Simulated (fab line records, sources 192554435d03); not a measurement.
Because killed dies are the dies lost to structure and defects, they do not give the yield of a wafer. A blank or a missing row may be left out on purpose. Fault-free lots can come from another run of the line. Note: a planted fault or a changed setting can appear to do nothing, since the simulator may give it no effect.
Struck lot and sound lot, side by side || flow n5Finfet || 15 steps out of a route of 1938
Sound: the wafers L648.3, L648.4, L648.6. Struck: wafer L641.4. (L641.5 of the same lot was not struck and is left out.) The cause comes at the end.
Order at every step that has rows: each side's tool, ch and its chambers, its first start. Under that, the readings that differ: sound wafers || struck wafers || difference of the means || sigmas: that difference in standard deviations of wafers without a fault.
alike: readings with means less than 2 such deviations apart, plus words and numbers identical on both sides. not compared: withheld readings, readings lacking a value on some wafer, bounds such as >300 that could conceal the same value, and numbers that have no deviation in the record and whose values overlap.
Wherever a step has rows on one side only, a row that says differs or no value, or a row with sigmas, the two part there. Numbers that have no deviation but don't overlap get no sigmas and don't part them. Lack of a reading on every wafer of one side parts them only where that side has two or more wafers.

first, 3 steps without rows for these wafers: N5_SD_EPI_P_EXPOSE_06 (exposes mask SD P BLK, target cd 240 nm); N5_SD_EPI_P_PEB_07 (peb time 60 s); N5_SD_EPI_P_DEVELOP_08 (develop time 30 s).
N5_SD_EPI_P_CD_MEAS_09: target cd 240 nm.
  sound on cdSem-03 ch 0, day 8 12:15; struck on cdSem-01 ch 0, day 6 17:53
  alike: cdNm
N5_SD_EPI_P_OVL_MEAS_10:
  sound on overlay-02 ch 0, day 8 12:17; struck on overlay-02 ch 0, day 6 17:55
  alike: SD_P_BLK_OVL
N5_SD_EPI_P_INSPECT_11: inspects for defects (macro).
  sound: defectInspect-02 at day 8 12:18; struck: defectInspect-01 at day 6 17:56
  alike: rawDefectCount
N5_SD_EPI_P_DESCUM_14: chemistry O2, time 7.9 s.
  sound on rieDiel-03 ch 0,3, day 8 13:18; struck on rieDiel-05 ch 0, day 6 17:59
  alike: drypumpMotorCurrentA, oesProductAu, rfVppV, showerheadPlenumPTorr, throttleValvePct
  not compared: rfHoursCounterH
N5_SD_EPI_P_ETCH_36: etches SiARC in CF4, target depth 45.5 nm, time 75.8 s.
  sound on rieDiel-03 ch 0,3, day 8 13:20; struck on rieDiel-05 ch 0, day 6 18:02
  alike: drypumpMotorCurrentA, etchRfOnTimeS, oesProductAu, rfVppV, showerheadPlenumPTorr, throttleValvePct
  not compared: rfHoursCounterH
N5_SD_EPI_P_ETCH_37: etches SOC in N2/H2, overetch 108 nm, time 486 s.
  sound on rieDiel-03 ch 0,3, day 8 13:23; struck on rieDiel-05 ch 0, day 6 18:05
{"reading": "throttleValvePct (%)", "sound": "23.74 23.79 23.80", "struck": 24.38, "difference": "+0.60", "sigmas": "+3"}
  alike: drypumpMotorCurrentA, oesProductAu, rfVppV, showerheadPlenumPTorr
  not compared: rfHoursCounterH
then, 1 step without rows for these wafers: N5_SD_EPI_P_STRIP_38 (strips in N2/H2).
N5_SD_EPI_P_ETCHBACK_46: etches SiNx in CH3F/O2, stops on SiO2, target depth 17.5 nm.
  sound on rieDiel-03 ch 0,3, day 8 13:43; struck on rieDiel-05 ch 0, day 6 18:25
{"reading": "rfVppV (V)", "sound": "296.9 302.7 299.8", "struck": 295.3, "difference": -4.5, "sigmas": -2}
  alike: drypumpMotorCurrentA, oesProductAu, showerheadPlenumPTorr, throttleValvePct
  not compared: rfHoursCounterH
N5_SD_EPI_P_ETCH_47: etches SiOCN in CH3F/O2, target depth 25 nm.
  sound on rieDiel-03 ch 0,3, day 8 13:49; struck on rieDiel-05 ch 0, day 6 18:31
  alike: drypumpMotorCurrentA, oesProductAu, rfVppV, showerheadPlenumPTorr, throttleValvePct
  not compared: rfHoursCounterH
N5_SD_EPI_P_ETCH_16: etches SiO2 in CHF3/O2, target depth 5 nm.
  sound on rieDiel-03 ch 0,3, day 8 13:55; struck on rieDiel-05 ch 0, day 6 18:37
{"reading": "oesProductAu (a.u.)", "sound": "0.73 0.71 0.71", "struck": 1.00, "difference": "+0.28", "sigmas": "+4"}
{"reading": "model.etch.depthNm (nm)", "sound": "4.989 5.151 5.11", "struck": 6.822, "difference": "+1.739", "sigmas": ""}
{"reading": "model.SiARC_of_SD_EPI_P_COAT_35.thkNm (nm)", "sound": "11.8 11.4 11.6", "struck": 10.8, "difference": -0.8, "sigmas": ""}
  alike: drypumpMotorCurrentA, rfVppV, showerheadPlenumPTorr, throttleValvePct
  not compared: rfHoursCounterH
then, 1 step without rows for these wafers: N5_SD_EPI_P_STRIP_50 (strips in CHF3/O2).
-- a jump in the record: the struck wafers' starts before and after are 5 days apart (it breaks off in module SD_EPI_P and resumes in module BEOL_M4, where the first step shown is number 1111 of the route) --
N5_BEOL_M4_RC_MEAS_101:
  sound on prober-01 ch 0, day 13 06:10; struck on prober-02 ch 0, day 11 22:07
  alike: DIBL_N, DIBL_P, IOFF_N, IOFF_P, ION_N, ION_P, SS_N, SS_P, VT_N, VT_P

## WHERE THEY PART
At N5_SD_EPI_P_ETCH_37 first; at N5_SD_EPI_P_ETCH_16 last (within this record only). Later steps at which nothing parts them and some readings are alike: N5_BEOL_M4_RC_MEAS_101.

WHY: what the simulator had put in
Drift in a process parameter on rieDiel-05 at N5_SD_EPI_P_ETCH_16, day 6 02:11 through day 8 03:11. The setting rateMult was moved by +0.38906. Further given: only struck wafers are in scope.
